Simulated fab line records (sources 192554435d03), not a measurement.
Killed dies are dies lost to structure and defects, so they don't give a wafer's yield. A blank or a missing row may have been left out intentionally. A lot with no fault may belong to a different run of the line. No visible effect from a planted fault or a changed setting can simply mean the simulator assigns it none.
fab line records	flow n5_finfet
[record] lots = 7	wafers = 21
route steps=1938 shown ZERO_LAYER@9 FIN_SAQP@96 DUMMY_GATE@224
start_h: hours from the record's opening day to when the first of the lot's shown wafers began	wait_h: how many hours have passed since the lot's step before this one	" as in the row above	L1.1+2: a single row standing in for several wafers	- either no value or no given start	* or withheld: withheld	< > ~ a bound
route shown NAME@n: a module of which the file shows steps, and the number in the route of the first	usual: mean/standard deviation of fault-free wafers	same: alike in all rows	chamber/n: place in a boat	sites: per-site readings	_std_site: standard deviation across them	_edge_site: mean of outer sites minus mean of inner sites	radius_mm: how far each site lies from the wafer's centre	mask NAME#n: copy n	behind: tool/chamber where the wafer was last shaped	hold: why the lot went on hold/how many hours it stayed there/how the hold came to an end	device: the transistor (n, p or np) that didn't switch	end of line: the tests these same wafers got at the end of their route	a step given without rows: its recipe and nothing more	killed: the dies lost at the first sort to structure and to defects; this is not the yield of the wafer	map: dies across one wafer; x = killed, . = not, _ = none there
set.NAME: the setting as run; set.NAME@STEP: as run at that earlier step	model.NAME: the simulator's own value behind a step, which no gauge read
one table per step and one row per wafer, for lots whose settings were changed on purpose
[[steps]]
[step N5_ZERO_LAYER_EXPOSE_08]
[recipe] mask_id = ZERO	na = 0.55	source_shape = conventional	sigma_outer = 0.8	polarization = unpolarized	defocus_nm = 0	target_cd_nm = 2000	dose_mj = 16.2
lot.wafer	tool	chamber	start_h	wait_h	mask	set.dose_mj
L075.1+2	krf_scanner-02	0	18.46	-	ZERO#0	15.09
L075.6	"	0	"	"	ZERO#0	16.2
L077.2+6	krf_scanner-02	0	30.49	-	ZERO#0	16.2
L077.5	"	0	"	"	ZERO#0	17.19
L081.1+3+6	krf_scanner-01	0	54.59	-	ZERO#0	16.2
L083.3	krf_scanner-01	0	66.48	-	ZERO#0	16.7
L083.4+5	"	0	"	"	ZERO#0	16.2
L084.1	krf_scanner-02	0	72.59	-	ZERO#0	16.2
L084.5+6	"	0	"	"	ZERO#0	15.32
L095.1+2+3	krf_scanner-01	0	138.65	-	ZERO#0	16.2
L096.1+6	krf_scanner-02	0	144.61	-	ZERO#0	16.2
L096.4	"	0	"	"	ZERO#0	16.91
[step N5_ZERO_LAYER_PEB_09]
[recipe] peb_temp_c = withheld	peb_time_s = *
[step N5_ZERO_LAYER_DEVELOP_10]
[recipe] develop_time_s = 60	rinse_liquid = diw	dry = air_spin	dev_temp_c = 21
[step N5_ZERO_LAYER_HARDBAKE_23]
[recipe] temp_c = 130	time_s = 120
[step N5_ZERO_LAYER_CD_MEAS_11]
[recipe] target_cd_nm = 2000	landing_energy_ev = 500	detector = se_inlens
[usual] cd_nm = 1999.3/2.6
lot.wafer	tool	chamber	start_h	wait_h	set.dose_mj@ZERO_LAYER_EXPOSE_08	cd_nm
L075.1	cd_sem-03	0	18.64	-	15.09	1986.8
L075.2	"	0	"	"	15.09	1983.6
L075.6	"	0	"	"	16.2	2000.4
L077.2	cd_sem-02	0	30.67	-	16.2	1997.1
L077.5	"	0	"	"	17.19	2007.5
L077.6	"	0	"	"	16.2	1996.8
L081.1	cd_sem-03	0	54.77	-	16.2	2002.9
L081.3	"	0	"	"	16.2	2003.6
L081.6	"	0	"	"	16.2	2002.0
L083.3	cd_sem-01	0	66.64	-	16.7	2004.6
L083.4	"	0	"	"	16.2	2000.5
L083.5	"	0	"	"	16.2	1997.2
L084.1	cd_sem-02	0	72.77	-	16.2	1999.2
L084.5	"	0	"	"	15.32	1987.8
L084.6	"	0	"	"	15.32	1989.1
L095.1	cd_sem-01	0	138.83	-	16.2	1995.4
L095.2	"	0	"	"	16.2	1998.0
L095.3	"	0	"	"	16.2	1998.6
L096.1	cd_sem-01	0	144.78	-	16.2	1996.7
L096.4	"	0	"	"	16.91	2003.3
L096.6	"	0	"	"	16.2	1997.5
[step N5_ZERO_LAYER_DESCUM_16]
[recipe] chemistry = O2	time_s = 7.9	source_power_w = 50	bias_power_w = 20	pressure_mtorr = 20	rf_frequency_hz = 2.712e+07	temp_c = 40	o2_flow_sccm = 225
lot.wafer	tool	chamber	start_h	wait_h	set.time_s	set.dose_mj@ZERO_LAYER_EXPOSE_08	model.ZERO_LAYER.cd_nm
L075.1	rie_diel-04	1	18.68	0.0	9.338	15.09	1987
L075.2	"	2	"	"	7.9	15.09	1984
L075.6	"	0	"	"	9.338	16.2	2001
L077.2	rie_diel-04	1	30.70	0.0	7.9	16.2	1997
L077.5	"	1	"	"	8.821	17.19	2007
L077.6	"	0	"	"	8.821	16.2	1997
L081.1	rie_diel-03	2	55.38	0.6	7.9	16.2	2003
L081.3	"	3	"	"	7.9	16.2	2004
L081.6	"	1	"	"	7.9	16.2	2002
L083.3	rie_diel-06	1	66.68	0.0	7.9	16.7	2005
L083.4	"	0	"	"	7.9	16.2	2000
L083.5	"	0	"	"	6.695	16.2	1997
L084.1	rie_diel-03	0	72.81	0.0	8.559	16.2	2000
L084.5	"	0	"	"	8.559	15.32	1988
L084.6	"	3	"	"	8.559	15.32	1989
L095.1	rie_diel-06	2	138.87	0.0	7.9	16.2	1995
L095.2	"	1	"	"	7.9	16.2	1998
L095.3	"	0	"	"	7.9	16.2	1999
L096.1	rie_diel-03	2	145.21	0.4	8.924	16.2	1997
L096.4	"	2	"	"	8.924	16.91	2003
L096.6	"	1	"	"	7.9	16.2	1997
[step N5_FIN_SAQP_HM_DEP_03]
[recipe] material = SiNx	target_thk_a = 380	temp_c = 400	precursor = SiH4/NH3/N2	pressure_torr = 1.5	rf_w = 300	time_s = 33.6
lot.wafer	tool	chamber	start_h	wait_h	set.time_s	model.SiNx_of_FIN_SAQP_HM_DEP_03.thk_nm
L075.1	pecvd-04	0	27.40	0.2	31.43	36.25
L075.2	"	1	"	"	31.43	36.68
L075.6	"	2	"	"	31.43	36.14
L077.2	pecvd-01	1	39.41	0.2	33.6	38.09
L077.5	"	0	"	"	35.33	40.25
L077.6	"	1	"	"	35.33	40.5
L081.1	pecvd-01	0	64.14	0.2	37.33	41.93
L081.3	"	1	"	"	37.33	42.35
L081.6	"	1	"	"	33.6	38.51
L083.3	pecvd-02	0	75.56	0.1	35.22	40.52
L083.4	"	2	"	"	33.6	39.31
L083.5	"	0	"	"	33.6	38.83
L084.1	pecvd-04	2	83.45	0.2	36.8	40.94
L084.5	"	2	"	"	36.8	41.52
L084.6	"	1	"	"	33.6	38.24
L095.1	pecvd-01	1	147.29	0.2	33.6	38.22
L095.2	"	2	"	"	33.6	37.51
L095.3	"	0	"	"	33.6	37.87
L096.1	pecvd-02	2	153.62	0.2	33.6	38.5
L096.4	"	1	"	"	33.6	38.26
L096.6	"	2	"	"	33.6	39.42
[step N5_FIN_SAQP_THK_MEAS_05]
[usual] thk_nm = 38.3/0.52
lot.wafer	tool	chamber	start_h	wait_h	set.time_s@FIN_SAQP_HM_DEP_03	thk_nm
L075.1	film_metro-01	-	27.49	0.1	31.43	36.2
L075.2	"	-	"	"	31.43	36.7
L075.6	"	-	"	"	31.43	36.1
L077.2	film_metro-01	-	39.52	0.1	33.6	38.0
L077.5	"	-	"	"	35.33	40.2
L077.6	"	-	"	"	35.33	40.5
L081.1	film_metro-01	-	64.23	0.1	37.33	41.9
L081.3	"	-	"	"	37.33	42.3
L081.6	"	-	"	"	33.6	38.5
L083.3	film_metro-01	-	75.65	0.1	35.22	40.5
L083.4	"	-	"	"	33.6	39.3
L083.5	"	-	"	"	33.6	38.8
L084.1	film_metro-01	-	83.54	0.1	36.8	40.9
L084.5	"	-	"	"	36.8	41.5
L084.6	"	-	"	"	33.6	38.2
L095.1	film_metro-02	-	147.38	0.1	33.6	38.3
L095.2	"	-	"	"	33.6	37.5
L095.3	"	-	"	"	33.6	37.8
L096.1	film_metro-02	-	153.71	0.1	33.6	38.5
L096.4	"	-	"	"	33.6	38.3
L096.6	"	-	"	"	33.6	39.5
[step N5_FIN_SAQP_COAT_50]
[recipe] resist = SiARC	temp_c = 220	time_s = 60	spin_rpm = 1500	resist_thk_nm = 35
lot.wafer	tool	chamber	start_h	wait_h	set.spin_rpm	model.SiARC_of_FIN_SAQP_COAT_50.thk_nm
L075.1	litho_track-02	0	-	-	1334	37.05
L075.2	"	0	"	"	1334	37.16
L075.6	"	0	"	"	1500	35.02
L077.2	litho_track-03	0	-	-	1400	36.33
L077.5	"	0	"	"	1500	34.99
L077.6	"	0	"	"	1400	36.22
L081.1	litho_track-05	0	-	-	1500	34.97
L081.3	"	0	"	"	1500	34.93
L081.6	"	0	"	"	1346	36.81
L083.3	litho_track-03	0	-	-	1500	34.81
L083.4	"	0	"	"	1500	34.94
L083.5	"	0	"	"	1500	34.83
L084.1	litho_track-03	0	-	-	1403	36.17
L084.5	"	0	"	"	1500	34.9
L084.6	"	0	"	"	1403	36.04
L095.1	litho_track-05	0	-	-	1500	34.88
L095.2	"	0	"	"	1500	34.96
L095.3	"	0	"	"	1500	34.91
L096.1	litho_track-05	0	-	-	1440	35.74
L096.4	"	0	"	"	1500	34.91
L096.6	"	0	"	"	1440	35.71
[step N5_FIN_SAQP_COAT_10]
[recipe] resist = CAR-ArF	spin_rpm = 1500	resist_thk_nm = 90
[step N5_FIN_SAQP_EBR_12]
[recipe] solvent = PGMEA	ebr_width_mm = 1.5
[step N5_FIN_SAQP_DESCUM_21]
[recipe] chemistry = O2	time_s = 7.9	source_power_w = 50	bias_power_w = 20	pressure_mtorr = 20	rf_frequency_hz = 2.712e+07	temp_c = 40	resist = CAR-ArF	o2_flow_sccm = 225
[step N5_FIN_SAQP_ETCH_51]
[recipe] chemistry = CF4	target = SiARC	target_depth_a = 455	mask_material = CAR-ArF	time_s = 75.8	ion_energy_ev = 80	pressure_mtorr = 40	source_w = 545	bias_w = 36	Ar_flow_sccm = 100	cf4_flow_sccm = 100	ends = cleared
lot.wafer	tool	chamber	start_h	wait_h	set.spin_rpm@FIN_SAQP_COAT_50	model.etch.depth_nm	model.CAR-ArF_of_FIN_SAQP_COAT_10.thk_nm
L075.1	rie_diel-05	2	28.34	0.0	1334	37.05	49.17
L075.2	"	3	"	"	1334	37.16	48.65
L075.6	"	1	"	"	1500	35.02	51.23
L077.2	rie_diel-01	0	40.31	0.0	1400	36.33	49.03
L077.5	"	1	"	"	1500	34.99	50.25
L077.6	"	2	"	"	1400	36.22	49.07
L081.1	rie_diel-05	3	65.05	0.0	1500	34.97	50.5
L081.3	"	1	"	"	1500	34.93	50.61
L081.6	"	3	"	"	1346	36.81	48.8
L083.3	rie_diel-01	1	76.57	0.0	1500	34.81	51.38
L083.4	"	3	"	"	1500	34.94	50.88
L083.5	"	0	"	"	1500	34.83	51.14
L084.1	rie_diel-01	0	84.39	0.0	1403	36.17	49.48
L084.5	"	2	"	"	1500	34.9	50.78
L084.6	"	1	"	"	1403	36.04	49.91
L095.1	rie_diel-01	2	148.20	0.0	1500	34.88	50.33
L095.2	"	0	"	"	1500	34.96	50.15
L095.3	"	1	"	"	1500	34.91	50.47
L096.1	rie_diel-01	0	154.41	0.0	1440	35.74	49.35
L096.4	"	1	"	"	1500	34.91	50.34
L096.6	"	3	"	"	1440	35.71	49.82
[step N5_FIN_SAQP_ETCH_52]
[recipe] chemistry = N2/H2	target = SOC	target_depth_a = 1000	overetch_a = 200	mask_material = SiARC	temp_c = 40	time_s = 150	ion_energy_ev = 200	pressure_mtorr = 30	source_w = 840	bias_w = 150	n2_flow_sccm = 200	h2_flow_sccm = 200	ends = end_point
lot.wafer	tool	chamber	start_h	wait_h	set.spin_rpm@FIN_SAQP_COAT_50	model.SiARC_of_FIN_SAQP_COAT_50.thk_nm
L075.1	rie_diel-05	2	28.40	0.0	1334	30.97
L075.2	"	3	"	"	1334	31.48
L075.6	"	1	"	"	1500	29.19
L077.2	rie_diel-01	0	40.37	0.0	1400	30.75
L077.5	"	1	"	"	1500	28.62
L077.6	"	2	"	"	1400	30.11
L081.1	rie_diel-05	3	65.11	0.0	1500	29.26
L081.3	"	1	"	"	1500	29.15
L081.6	"	3	"	"	1346	31.04
L083.3	rie_diel-01	1	76.62	0.0	1500	28.49
L083.4	"	3	"	"	1500	29.12
L083.5	"	0	"	"	1500	29.3
L084.1	rie_diel-01	0	84.45	0.0	1403	30.6
L084.5	"	2	"	"	1500	28.87
L084.6	"	1	"	"	1403	29.7
L095.1	rie_diel-01	2	148.26	0.0	1500	28.92
L095.2	"	0	"	"	1500	29.41
L095.3	"	1	"	"	1500	28.63
L096.1	rie_diel-01	0	154.47	0.0	1440	30.21
L096.4	"	1	"	"	1500	28.62
L096.6	"	3	"	"	1440	29.86
[step N5_FIN_SAQP_ETCH_65]
[recipe] chemistry = CF4	target = SiO2	target_depth_a = 40	ion_energy_ev = 350	time_s = 4.4	pressure_mtorr = 10	icp_w = 800	bias_w = 400	cf4_flow_sccm = 80
lot.wafer	tool	chamber	start_h	wait_h	set.time_s	model.etch.depth_nm
L075.1	rie_si-06	3	30.69	0.1	4.4	3.903
L075.2	"	1	"	"	4.4	3.837
L075.6	"	2	"	"	4.739	4.227
L077.2	rie_si-06	0	43.03	0.1	5.218	4.617
L077.5	"	0	"	"	5.218	4.581
L077.6	"	1	"	"	5.218	4.554
L081.1	rie_si-06	0	67.29	0.1	4.4	3.925
L081.3	"	2	"	"	4.4	3.899
L081.6	"	2	"	"	4.4	3.89
L083.3	rie_si-06	1	78.98	0.1	4.4	3.856
L083.4	"	2	"	"	4.4	3.846
L083.5	"	2	"	"	4.4	3.885
L084.1	rie_si-06	0	86.79	0.1	4.4	3.908
L084.5	"	2	"	"	4.4	3.848
L084.6	"	3	"	"	5.069	4.432
L095.1	rie_si-05	0	150.33	0.1	4.4	4.028
L095.2	"	3	"	"	4.4	4.025
L095.3	"	1	"	"	4.4	4.114
L096.1	rie_si-05	2	156.66	0.1	5.171	4.825
L096.4	"	1	"	"	4.4	4.139
L096.6	"	0	"	"	4.4	4.047
[step N5_FIN_SAQP_COAT_68]
[recipe] resist = SOC	temp_c = 250	time_s = 60	spin_rpm = 1500	resist_thk_nm = 100
lot.wafer	tool	chamber	start_h	wait_h	set.temp_c
L075.1+6	litho_track-02	0	31.19	0.3	250
L075.2	"	0	"	"	241.2
L077.2+5+6	litho_track-05	0	43.54	0.3	250
L081.1+3+6	litho_track-02	0	67.79	0.3	250
L083.3+4+5	litho_track-02	0	79.49	0.2	257.3
L084.1+5+6	litho_track-02	0	87.41	0.3	250
L095.1+2+3	litho_track-02	0	150.82	0.3	250
L096.1	litho_track-05	0	157.16	0.3	239
L096.4+6	"	0	"	"	250
[step N5_FIN_SAQP_ETCH_69]
[recipe] chemistry = N2/H2	target = SOC	target_depth_a = 1500	stop_on = SiNx	ion_energy_ev = 100	bias_w = 61	pressure_mtorr = 30	source_w = 850	n2_flow_sccm = 200	h2_flow_sccm = 200
[step N5_FIN_SAQP_ETCH_67]
[recipe] chemistry = CH3F/O2	target = SiNx	target_depth_a = 300	mask_material = SOC	pressure_mtorr = 30	source_w = 395	bias_w = 73	Ar_flow_sccm = 150	CH3F_flow_sccm = 30	O2_flow_sccm = 20	ion_energy_ev = 120
[step N5_FIN_SAQP_SPACER2_ALD_28]
[recipe] material = SiO2	target_thk_a = 81	temp_c = 300	ald_precursor_family = BDEAS	ald_co_reactant = O2-plasma	pulse_time_s = 1	purge_time_s = 2	co_reactant_purge_time_s = 2	pressure_torr = 2
[step N5_FIN_SAQP_SPACER2_ETCHBACK_29]
[recipe] chemistry = CHF3/O2	mode = anisotropic_etchback	target = SiO2	target_depth_a = 122	time_s = 6.1	pressure_mtorr = 30	source_w = 650	bias_w = 170	Ar_flow_sccm = 200	CHF3_flow_sccm = 50	O2_flow_sccm = 5	ion_energy_ev = 200
[step N5_FIN_SAQP_MANDREL2_REMOVE_60]
[recipe] chemistry = HBr/Cl2/O2	bt_time_s = 10	target = a-Si	stop_on = SiNx	endpoint = OES-SiCl	over_etch_frac = 1	icp_w = 600	bias_w = 22	HBr_flow_sccm = 150	Cl2_flow_sccm = 80	O2_flow_sccm = 5	pressure_mtorr = 10
lot.wafer	tool	chamber	start_h	wait_h	set.time_s@FIN_SAQP_HM_DEP_03	model.SiNx_of_FIN_SAQP_HM_DEP_03.thk_nm
L075.1+6	rie_si-05	2,1	31.99	0.1	31.43	35.6
L075.2	"	0	"	"	31.43	36
L077.2	rie_si-06	1	44.32	0.1	33.6	37.4
L077.5	"	0	"	"	35.33	39.6
L077.6	"	3	"	"	35.33	39.8
L081.1	rie_si-01	1	68.57	0.1	37.33	41.2
L081.3	"	2	"	"	37.33	41.8
L081.6	"	2	"	"	33.6	37.8
L083.3	rie_si-05	0	80.59	0.1	35.22	39.8
L083.4	"	1	"	"	33.6	38.6
L083.5	"	0	"	"	33.6	38.2
L084.1	rie_si-01	1	88.24	0.1	36.8	40.4
L084.5	"	1	"	"	36.8	40.8
L084.6	"	2	"	"	33.6	37.6
L095.1	rie_si-01	0	151.61	0.1	33.6	37.6
L095.2	"	2	"	"	33.6	36.8
L095.3	"	1	"	"	33.6	37.2
L096.1+4	rie_si-05	1,3	158.08	0.1	33.6	37.6
L096.6	"	0	"	"	33.6	38.8
[step N5_FIN_SAQP_HM_OPEN_33]
[recipe] chemistry = CH3F/O2	target = SiNx	mask_material = SiO2	target_depth_a = 494	time_s = 70.6	pressure_mtorr = 30	source_w = 395	bias_w = 73	Ar_flow_sccm = 150	CH3F_flow_sccm = 30	O2_flow_sccm = 20	ion_energy_ev = 120	ends = cleared
lot.wafer	tool	chamber	start_h	wait_h	set.time_s@FIN_SAQP_HM_DEP_03	model.etch.depth_nm
L075.1	rie_diel-02	1	32.20	0.1	31.43	35.62
L075.2	"	2	"	"	31.43	36.05
L075.6	"	0	"	"	31.43	35.51
L077.2	rie_diel-05	2	44.48	0.0	33.6	37.46
L077.5	"	2	"	"	35.33	39.62
L077.6	"	1	"	"	35.33	39.88
L081.1	rie_diel-02	0	68.73	0.0	37.33	41.3
L081.3	"	2	"	"	37.33	41.72
L081.6	"	0	"	"	33.6	37.88
L083.3	rie_diel-05	0	80.75	0.0	35.22	39.89
L083.4	"	3	"	"	33.6	38.68
L083.5	"	2	"	"	33.6	38.2
L084.1	rie_diel-02	2	88.40	0.0	36.8	40.32
L084.5	"	2	"	"	36.8	40.9
L084.6	"	1	"	"	33.6	37.61
L095.1	rie_diel-01	3	151.77	0.0	33.6	37.53
L095.2	"	0	"	"	33.6	36.85
L095.3	"	1	"	"	33.6	37.18
L096.1	rie_diel-05	1	158.24	0.0	33.6	37.62
L096.4	"	0	"	"	33.6	37.57
L096.6	"	2	"	"	33.6	38.73
[step N5_DUMMY_GATE_COAT_28]
[recipe] resist = underlayer	temp_c = 205	time_s = 60	spin_rpm = 1500	resist_thk_nm = 10
lot.wafer	tool	chamber	start_h	wait_h	set.spin_rpm	model.underlayer_of_DUMMY_GATE_COAT_28.thk_nm
L075.1	litho_track-04	0	-	-	1369	10.6
L075.2+6	"	0	"	"	1500	10
L077.2+5	litho_track-03	0	-	-	1573	9.8
L077.6	"	0	"	"	1500	10
L081.1	litho_track-04	0	-	-	1603	9.6
L081.3+6	"	0	"	"	1500	10
L083.3	litho_track-05	0	-	-	1500	10
L083.4+5	"	0	"	"	1344	10.6
L084.1+6	litho_track-05	0	-	-	1418	10.2
L084.5	"	0	"	"	1500	10
L095.1+2+3	litho_track-03	0	-	-	1500	10
L096.1+4+6	litho_track-03	0	-	-	1500	10
[[key]]
[split] step = N5_ZERO_LAYER_EXPOSE_08	setting = dose_mj	stated = 16.2	by = wafer
[response] step = N5_ZERO_LAYER_CD_MEAS_11	reading = cd_nm	change = +1.91	per = 1%	r = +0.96
[response] step = N5_ZERO_LAYER_DESCUM_16	reading = model.ZERO_LAYER.cd_nm	change = +1.92	per = 1%	r = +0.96
[split] step = N5_ZERO_LAYER_DESCUM_16	setting = time_s	stated = 7.9	by = wafer
response none clear
[split] step = N5_FIN_SAQP_HM_DEP_03	setting = time_s	stated = 33.6	by = wafer
[response] step = N5_FIN_SAQP_HM_DEP_03	reading = model.SiNx_of_FIN_SAQP_HM_DEP_03.thk_nm	change = +0.332	per = 1%	r = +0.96
[response] step = N5_FIN_SAQP_THK_MEAS_05	reading = thk_nm	change = *	per = 1%	r = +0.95
[response] step = N5_FIN_SAQP_MANDREL2_REMOVE_60	reading = model.SiNx_of_FIN_SAQP_HM_DEP_03.thk_nm	change = +0.335	per = 1%	r = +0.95
[response] step = N5_FIN_SAQP_HM_OPEN_33	reading = model.etch.depth_nm	change = +0.332	per = 1%	r = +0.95
[split] step = N5_FIN_SAQP_COAT_50	setting = spin_rpm	stated = 1500	by = wafer
[response] step = N5_FIN_SAQP_COAT_50	reading = model.SiARC_of_FIN_SAQP_COAT_50.thk_nm	change = -0.187	per = 1%	r = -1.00
[response] step = N5_FIN_SAQP_ETCH_51	reading = model.etch.depth_nm	change = -0.187	per = 1%	r = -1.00
[response] step = N5_FIN_SAQP_ETCH_51	reading = model.CAR-ArF_of_FIN_SAQP_COAT_10.thk_nm	change = +0.187	per = 1%	r = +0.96
[response] step = N5_FIN_SAQP_ETCH_52	reading = model.SiARC_of_FIN_SAQP_COAT_50.thk_nm	change = -0.204	per = 1%	r = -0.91
[split] step = N5_FIN_SAQP_ETCH_65	setting = time_s	stated = 4.4	by = wafer
[response] step = N5_FIN_SAQP_ETCH_65	reading = model.etch.depth_nm	change = +0.0402	per = 1%	r = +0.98
[split] step = N5_FIN_SAQP_COAT_68	setting = temp_c	stated = 250	by = wafer
response none clear
[split] step = N5_DUMMY_GATE_COAT_28	setting = spin_rpm	stated = 1500	by = wafer
[response] step = N5_DUMMY_GATE_COAT_28	reading = model.underlayer_of_DUMMY_GATE_COAT_28.thk_nm	change = -0.0571	per = 1%	r = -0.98
